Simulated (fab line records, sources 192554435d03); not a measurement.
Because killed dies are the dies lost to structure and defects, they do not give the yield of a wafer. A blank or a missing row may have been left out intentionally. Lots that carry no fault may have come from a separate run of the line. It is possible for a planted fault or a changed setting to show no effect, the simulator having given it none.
The tool behind it: which one?	flow n5Finfet	24 lots, 72 wafers sampled, at 5 steps of a route of 1938

## WHAT THE GAUGES SHOWED, per wafer
N5_BEOL_M6_CD_MEAS_18: pitch 80 nm, target cd 40 nm. Usual: cdNm 40.2 nm, standard deviation 0.68.
lot	measured	on	cdNm (nm)	flag
L074	day 8 07:46	cdSem-02	40.5 38.9 40.1	
L075	day 8 13:38	cdSem-03	40.8 39.5 39.2	
L077	day 8 22:47	cdSem-03	41.5 40.7 40.4	
L076	day 9 01:38	cdSem-02	40.3 40.0 40.0	
L078	day 9 03:55	cdSem-02	39.1 40.1 39.5	
L080	day 9 11:02	cdSem-03	40.2 40.0 41.0	
L079	day 9 18:17	cdSem-02	40.2 40.9 39.8	
L081	day 10 07:27	cdSem-03	39.9 39.7 40.0	
L082	day 10 10:38	cdSem-01	38.6 39.3 38.7	
L083	day 10 17:31	cdSem-01	40.9 40.3 39.8	
L085	day 11 03:18	cdSem-02	40.8 41.0 39.9	
L084	day 11 03:40	cdSem-02	40.0 40.6 40.1	
L086	day 11 10:44	cdSem-01	40.0 40.6 40.6	
L087	day 11 18:10	cdSem-01	40.5 40.1 40.5	
L089	day 11 22:34	cdSem-01	39.6 39.7 40.2	
L088	day 12 06:44	cdSem-01	40.0 40.3 39.7	
L090	day 12 12:35	cdSem-02	39.7 41.5 41.4	
L091	day 12 14:08	cdSem-01	39.4 39.7 41.3	
L092	day 13 06:40	cdSem-02	41.2 40.3 40.6	
L093	day 13 09:52	cdSem-03	40.6 40.7 40.2	
L094	day 13 13:17	cdSem-02	40.7 39.9 41.7	
L095	day 14 04:44	cdSem-01	39.2 39.7 39.7	
L096	day 14 05:14	cdSem-01	41.9 40.8 40.3	
L097	day 14 10:46	cdSem-03	40.2 41.6 40.6	

N5_BEOL_M6_CD_MEAS_35: target cd 40 nm, target cd y 28 nm. Usual: cdNm 40.3 nm, standard deviation 0.72.
lot	measured	on	cdNm (nm)	flag
L074	day 8 09:27	cdSem-02	40.6 39.2 40.4	
L075	day 8 14:46	cdSem-03	40.8 39.0 39.7	
L077	day 9 00:52	cdSem-03	41.5 40.5 40.3	
L076	day 9 05:50	cdSem-02	41.0 39.9 40.2	
L078	day 9 05:53	cdSem-01	38.9 40.3 39.8	
L080	day 9 13:11	cdSem-01	39.9 39.6 40.8	
L079	day 9 19:26	cdSem-01	40.7 41.2 39.9	
L081	day 10 14:13	cdSem-02	40.1 40.0 39.9	
L082	day 10 14:23	cdSem-02	39.1 39.2 38.8	
L083	day 10 19:00	cdSem-01	40.7 40.8 40.3	
L085	day 11 07:49	cdSem-01	40.7 41.2 40.4	
L084	day 11 07:41	cdSem-01	39.7 40.9 40.8	
L086	day 11 14:38	cdSem-02	39.9 40.6 40.8	
L087	day 11 20:44	cdSem-01	40.3 39.7 40.5	
L089	day 11 23:36	cdSem-02	39.9 40.0 40.5	
L088	day 12 08:46	cdSem-02	39.9 40.1 40.2	
L090	day 12 15:04	cdSem-01	40.1 41.4 41.2	
L091	day 12 15:31	cdSem-01	39.7 39.6 41.3	
L092	day 13 08:58	cdSem-02	40.5 40.2 40.9	
L093	day 13 11:04	cdSem-03	40.6 41.3 39.9	
L094	day 13 14:27	cdSem-02	40.3 39.9 42.2	
L095	day 14 09:24	cdSem-01	38.7 39.2 40.1	
L096	day 14 09:53	cdSem-01	41.6 41.4 40.5	
L097	day 14 12:05	cdSem-03	40.3 41.5 41.0	

## WHICH TOOL RAN EACH LOT (tool, then ch and the chambers of the sampled wafers, then the start)
lot	N5_BEOL_M5_SPUTTER_48	N5_BEOL_M5_CO_CAP_78	N5_BEOL_M6_ETCH_72
L074	pvdSputter-03, day 7 22:22	cvdCo-01 ch 0,1,2, day 8 03:49	rieDiel-01 ch 2,3, day 8 08:54
L075	pvdSputter-03, day 8 06:27	cvdCo-02 ch 0,2, day 8 11:47	rieDiel-05 ch 0,2,3, day 8 14:13
L077	pvdSputter-03, day 8 15:24	cvdCo-01 ch 0,1,2, day 8 20:37	rieDiel-01 ch 1,2,3, day 9 00:19
L076	pvdSputter-01, day 8 17:08	cvdCo-01 ch 0,1,2, day 8 22:22	rieDiel-01 ch 1,2, day 9 05:16
L078	pvdSputter-02, day 8 19:29	cvdCo-01 ch 1,2, day 9 00:42	rieDiel-04 ch 1,3, day 9 05:20
L080	pvdSputter-02, day 9 02:15	cvdCo-01 ch 0,1,2, day 9 07:28	rieDiel-05 ch 1,2,3, day 9 12:39
L079	pvdSputter-01, day 9 10:41	cvdCo-02 ch 1,2, day 9 15:55	rieDiel-04 ch 0,1,2, day 9 18:53
L081	pvdSputter-03, day 9 23:02	cvdCo-01 ch 0,1,2, day 10 04:15	rieDiel-04 ch 1,2, day 10 13:40
L082	pvdSputter-02, day 10 01:44	cvdCo-01 ch 0,1, day 10 07:02	rieDiel-01 ch 1,2,3, day 10 13:50
L083	pvdSputter-02, day 10 09:23	cvdCo-02 ch 0,2, day 10 14:38	rieDiel-05 ch 0,2,3, day 10 18:26
L085	pvdSputter-01, day 10 18:48	cvdCo-02 ch 1,2, day 11 00:15	rieDiel-04 ch 2,3, day 11 07:15
L084	pvdSputter-02, day 10 19:00	cvdCo-01 ch 0,1,2, day 11 00:19	rieDiel-05 ch 2,3, day 11 07:09
L086	pvdSputter-01, day 11 02:49	cvdCo-02 ch 0,1, day 11 08:22	rieDiel-04 ch 0,1,3, day 11 14:05
L087	pvdSputter-03, day 11 10:14	cvdCo-02 ch 0,1,2, day 11 15:28	rieDiel-01 ch 1,3, day 11 20:11
L089	pvdSputter-01, day 11 12:23	cvdCo-01 ch 0,1, day 11 19:22	rieDiel-04 ch 0,1, day 11 23:03
L088	pvdSputter-02, day 11 22:38	cvdCo-01 ch 0,2, day 12 04:05	rieDiel-04 ch 0,1,2, day 12 08:12
L090	pvdSputter-01, day 12 03:16	cvdCo-01 ch 0,1, day 12 08:29	rieDiel-05 ch 0,1,3, day 12 14:31
L091	pvdSputter-02, day 12 06:34	cvdCo-02 ch 0,1,2, day 12 11:49	rieDiel-05 ch 2,3, day 12 14:58
L092	pvdSputter-01, day 12 21:32	cvdCo-01 ch 0,1,2, day 13 02:45	rieDiel-01 ch 0,1,3, day 13 08:25
L093	pvdSputter-02, day 13 01:26	cvdCo-02 ch 0,1,2, day 13 06:43	rieDiel-05 ch 0,2,3, day 13 10:31
L094	pvdSputter-02, day 13 05:52	cvdCo-01 ch 0,1,2, day 13 11:06	rieDiel-04 ch 0,1,2, day 13 13:55
L095	pvdSputter-01, day 13 20:59	cvdCo-01 ch 0,1, day 14 02:13	rieDiel-04 ch 1,3, day 14 08:52
L096	pvdSputter-02, day 13 21:26	cvdCo-02 ch 1,2, day 14 02:40	rieDiel-04 ch 0,3, day 14 09:19
L097	pvdSputter-03, day 14 00:14	cvdCo-02 ch 0,1,2, day 14 05:46	rieDiel-05 ch 0,2,3, day 14 11:33
- N5_BEOL_M5_SPUTTER_48: material Cu, target thk 15 nm, time 27.62 s.
- N5_BEOL_M5_CO_CAP_78: material Co, precursor CCTBA/H2, target thk 2 nm, time 102.1 s.
- N5_BEOL_M6_ETCH_72: etches underlayer in N2/H2, target depth 6.5 nm, time 5.2 s.

## WHAT THE TOOLS THEMSELVES READ (means of the sampled wafers that have a number; where no wafer has one, the mark that the record gives instead)
N5_BEOL_M5_SPUTTER_48. Usual: throttleValvePct 30.2 %, standard deviation 0.93.
lot	tool	throttleValvePct (%)	flag
L074	pvdSputter-03	29.2	
L075	pvdSputter-03	29.1	
L077	pvdSputter-03	29.3	
L076	pvdSputter-01	30.6	
L078	pvdSputter-02	31.4	
L080	pvdSputter-02	30.4	
L079	pvdSputter-01	29.7	
L081	pvdSputter-03	29.5	
L082	pvdSputter-02	30.9	
L083	pvdSputter-02	30.9	
L085	pvdSputter-01	30.3	
L084	pvdSputter-02	30.7	
L086	pvdSputter-01	30.4	
L087	pvdSputter-03	29.5	
L089	pvdSputter-01	30.4	
L088	pvdSputter-02	30.5	
L090	pvdSputter-01	30.0	
L091	pvdSputter-02	30.6	
L092	pvdSputter-01	29.7	
L093	pvdSputter-02	30.4	
L094	pvdSputter-02	31.0	
L095	pvdSputter-01	29.7	
L096	pvdSputter-02	30.5	
L097	pvdSputter-03	29.4	

N5_BEOL_M5_CO_CAP_78. Usual: heaterPowerW 225 W, standard deviation 13.
lot	tool	heaterPowerW (W)	flag
L074	cvdCo-01	222	
L075	cvdCo-02	216	
L077	cvdCo-01	222	
L076	cvdCo-01	222	
L078	cvdCo-01	222	
L080	cvdCo-01	222	
L079	cvdCo-02	224	
L081	cvdCo-01	220	
L082	cvdCo-01	230	
L083	cvdCo-02	218	
L085	cvdCo-02	229	
L084	cvdCo-01	221	
L086	cvdCo-02	232	
L087	cvdCo-02	229	
L089	cvdCo-01	228	
L088	cvdCo-01	217	
L090	cvdCo-01	229	
L091	cvdCo-02	232	
L092	cvdCo-01	221	
L093	cvdCo-02	232	
L094	cvdCo-01	221	
L095	cvdCo-01	229	
L096	cvdCo-02	227	
L097	cvdCo-02	230	

N5_BEOL_M6_ETCH_72. Usual: for biasW, 150.0 W with a standard deviation of 0.47; for drypumpMotorCurrentA, 5.3 A with a standard deviation of 0.51; for etchRfOnTimeS, 5.26 s with a standard deviation of 0.14; for oesProductAu, 0.68 a.u. with a standard deviation of 0.088; for rfVppV, 523.5 V with a standard deviation of 2.8; for showerheadPlenumPTorr, 2.53 Torr with a standard deviation of 0.086; for throttleValvePct, 17.80 % with a standard deviation of 0.24.
lot	tool	biasW (W)	drypumpMotorCurrentA (A)	etchRfOnTimeS (s)	oesProductAu (a.u.)	rfVppV (V)	showerheadPlenumPTorr (Torr)	throttleValvePct (%)	flag
L074	rieDiel-01	149.9	5.8	5.41	0.56	523.9	2.51	17.97	
L075	rieDiel-05	150.9	5.4	5.18	0.71	522.2	2.50	17.57	
L077	rieDiel-01	150.0	5.3	5.38	0.58	524.8	2.55	17.94	
L076	rieDiel-01	150.4	5.8	5.37	0.59	523.0	2.55	18.03	
L078	rieDiel-04	149.5	5.0	5.41	0.65	527.6	2.64	17.96	
L080	rieDiel-05	150.0	5.5	5.26	0.65	521.7	2.48	17.77	
L079	rieDiel-04	149.8	5.4	5.22	0.74	523.5	2.55	17.81	
L081	rieDiel-04	149.8	5.3	5.21	0.65	522.5	2.53	17.77	
L082	rieDiel-01	149.7	5.3	5.30	0.74	524.4	2.54	17.72	
L083	rieDiel-05	150.0	5.4	5.22	0.68	523.0	2.49	17.60	
L085	rieDiel-04	150.3	5.0	5.29	0.58	523.9	2.54	18.03	
L084	rieDiel-05	150.8	5.1	5.16	0.66	523.6	2.50	17.55	
L086	rieDiel-04	149.8	5.2	5.23	0.71	525.0	2.60	17.92	
L087	rieDiel-01	149.6	4.8	5.20	0.66	524.5	2.57	17.84	
L089	rieDiel-04	150.3	5.4	5.24	0.77	524.0	2.56	17.87	
L088	rieDiel-04	150.2	5.4	5.18	0.70	522.8	2.54	17.84	
L090	rieDiel-05	150.0	5.7	5.30	0.65	520.9	2.45	17.87	
L091	rieDiel-05	149.8	5.1	5.18	0.65	522.9	2.50	17.59	
L092	rieDiel-01	150.0	4.8	5.21	0.69	523.8	2.52	17.70	
L093	rieDiel-05	150.2	5.3	5.28	0.66	523.4	2.48	17.66	
L094	rieDiel-04	150.4	5.4	5.18	0.69	522.4	2.53	17.87	
L095	rieDiel-04	149.9	5.1	5.26	0.75	526.2	2.66	17.72	
L096	rieDiel-04	150.4	5.1	5.25	0.80	524.2	2.55	17.76	
L097	rieDiel-05	149.4	5.3	5.18	0.66	522.8	2.48	17.66	

## THE ANSWER, worked out from the rows above alone
Rule: take the mean of a lot's wafers that have a number; if it is more than 3 standard deviations from the usual mean, the lot is off. A lot without any number at a reading at which 4 lots or more have one is off too. Where the step has rows for the other lots, those lots are counted as sound. Order of review: gauges by route order, followed by the tools' own readings, for which a lot's mean as printed above is used. The first step at which some lot is off is used, and at that step the reading that is off furthest; a lot without a number counts as furthest.
None of the lots is off at any reading shown; this tells nothing.

## WHAT THE SIMULATOR PUT IN
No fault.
